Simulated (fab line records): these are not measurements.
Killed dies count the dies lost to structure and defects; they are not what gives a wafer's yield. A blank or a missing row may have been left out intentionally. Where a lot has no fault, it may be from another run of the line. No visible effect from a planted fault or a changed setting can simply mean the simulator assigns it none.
Split-lot study ; flow n5 finfet ; 7 lots, 39 wafers read, on a route of 1938 steps

THE SPLIT ITSELF
At N5_BEOL_M4_ILD_DEP_00 (deposits SiOC from DEMS/O2, target thk 79 nm, time 15.3 s), the setting time s was moved away from the recipe's 15.3 s on 12 of the 39 wafers read, by -57.4% to +44.1%. This setting was run at the recipe's value on the other wafers.

Split to reading: the file shows no intervening step.

THE READING
M4_ILD_THK in nanometres, read at N5_BEOL_M4_THK_MEAS_01. A value of 79.0 nm with a standard deviation of 1 nm is what fault-free wafers of this fab line usually give.

wafer;tool, chamber at the split;time s as run, s;against the recipe;M4_ILD_THK, nm;against lot-mates on the recipe
L077.1;pecvd-02, 1;22.04;+44.1%;113.2;+35.0
L077.2;pecvd-02, 0;15.3;recipe;77.0;-
L077.3;pecvd-02, 2;15.3;recipe;78.0;-
L077.4;pecvd-02, 2;22.04;+44.1%;112.8;+34.6
L077.5;pecvd-02, 0;22.04;+44.1%;113.0;+34.8
L077.6;pecvd-02, 1;15.3;recipe;79.5;-
L080.3;pecvd-01, 2;15.3;recipe;78.1;-
L080.4;pecvd-01, 1;15.3;recipe;79.6;-
L080.5;pecvd-01, 2;15.3;recipe;80.0;-
L083.1;pecvd-02, 0;6.511;-57.4%;33.3;-46.5
L083.2;pecvd-02, 1;6.511;-57.4%;34.2;-45.6
L083.3;pecvd-02, 1;6.511;-57.4%;34.0;-45.8
L083.4;pecvd-02, 0;15.3;recipe;80.1;-
L083.5;pecvd-02, 1;15.3;recipe;79.7;-
L083.6;pecvd-02, 0;15.3;recipe;79.5;-
L082.1;pecvd-04, 0;15.3;recipe;77.8;-
L082.2;pecvd-04, 1;12.4;-19.0%;62.0;-15.6
L082.3;pecvd-04, 2;15.3;recipe;76.7;-
L082.4;pecvd-04, 0;15.3;recipe;78.3;-
L082.5;pecvd-04, 1;12.4;-19.0%;63.0;-14.6
L082.6;pecvd-04, 2;12.4;-19.0%;62.6;-15.0
L084.1;pecvd-02, 0;15.3;recipe;78.1;-
L084.2;pecvd-02, 1;15.3;recipe;78.3;-
L084.3;pecvd-02, 1,0;15.3;recipe;79.8;-
L084.4;pecvd-02, 1,0;15.3;recipe;79.7;-
L084.5;pecvd-02, 0;15.3;recipe;80.5;-
L084.6;pecvd-02, 1;15.3;recipe;80.2;-
L085.1;pecvd-02, 1;15.3;recipe;78.7;-
L085.2;pecvd-02, 0;10.8;-29.4%;56.6;-23.4
L085.3;pecvd-02, 1;15.3;recipe;80.5;-
L085.4;pecvd-02, 0;10.8;-29.4%;57.1;-22.9
L085.5;pecvd-02, 0;10.8;-29.4%;57.0;-23.0
L085.6;pecvd-02, 1;15.3;recipe;80.7;-
L097.1;pecvd-04, 1;15.3;recipe;79.4;-
L097.2;pecvd-04, 0;15.3;recipe;78.7;-
L097.3;pecvd-04, 2;15.3;recipe;80.1;-
L097.4;pecvd-04, 1;15.3;recipe;81.4;-
L097.5;pecvd-04, 2;15.3;recipe;81.1;-
L097.6;pecvd-04, 0;15.3;recipe;80.6;-
When a row names more than one chamber, that row covers several wafers, and the file does not tell which wafer ran in which chamber.

THE FIT
A straight line over all 39 wafers: M4_ILD_THK changes by +0.783 nm for each +1% of time s; r = +1.00; the points scatter about the line by 1.2 nm.
The same after taking each lot's own level away (the mean of its wafers on the recipe; 39 wafers): +0.795 nm for each +1%; r = +1.00; scatter 0.76 nm.
That fit puts the effect of the largest move of time s on the reading at 46 nm.
The lots' own levels span 77.60 to 80.22 nm, that is 2.6 times the standard deviation above.
So the lot-to-lot level changes the slope little: the two slopes agree.
Check: -45.5 nm against its lot-mates is what the line predicts for one of the wafers moved furthest among these (-57.4%) when that wafer is left out of the fit. It came out at -46.5 nm against them.

ADDITIONAL SPLITS CARRIED BY THESE WAFERS
Other splits were also applied to these wafers ahead of the reading. Each is held against what the fit with the lots' levels taken away leaves over:
other split on the same wafers;wafers away from the commonest value;r with M4_ILD_THK (lot level and that fit taken away)
N5_BEOL_M0_SAQP_ETCH_106 target depth a;15;+0.04
N5_BEOL_M3_CVD_47 target thk a;15;-0.13

THE WHOLE CHAIN: every reading that the file lists as answering this split, in the file's order
step;what it does;reading;change (the file's fit);r (the file's)
N5_BEOL_M4_ILD_DEP_00;deposits SiOC from DEMS/O2, target thk 79 nm, time 15.3 s;SiOC_of_BEOL_M4_ILD_DEP_00.thk nm (the simulator's own value, which no gauge read);+0.795 nm for each +1% of the setting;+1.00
N5_BEOL_M4_THK_MEAS_01;;M4_ILD_THK;+0.795 for each +1% of the setting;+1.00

FILE'S OWN FIT
M4_ILD_THK changes by +0.795 nm for each +1% of time s, r = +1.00.
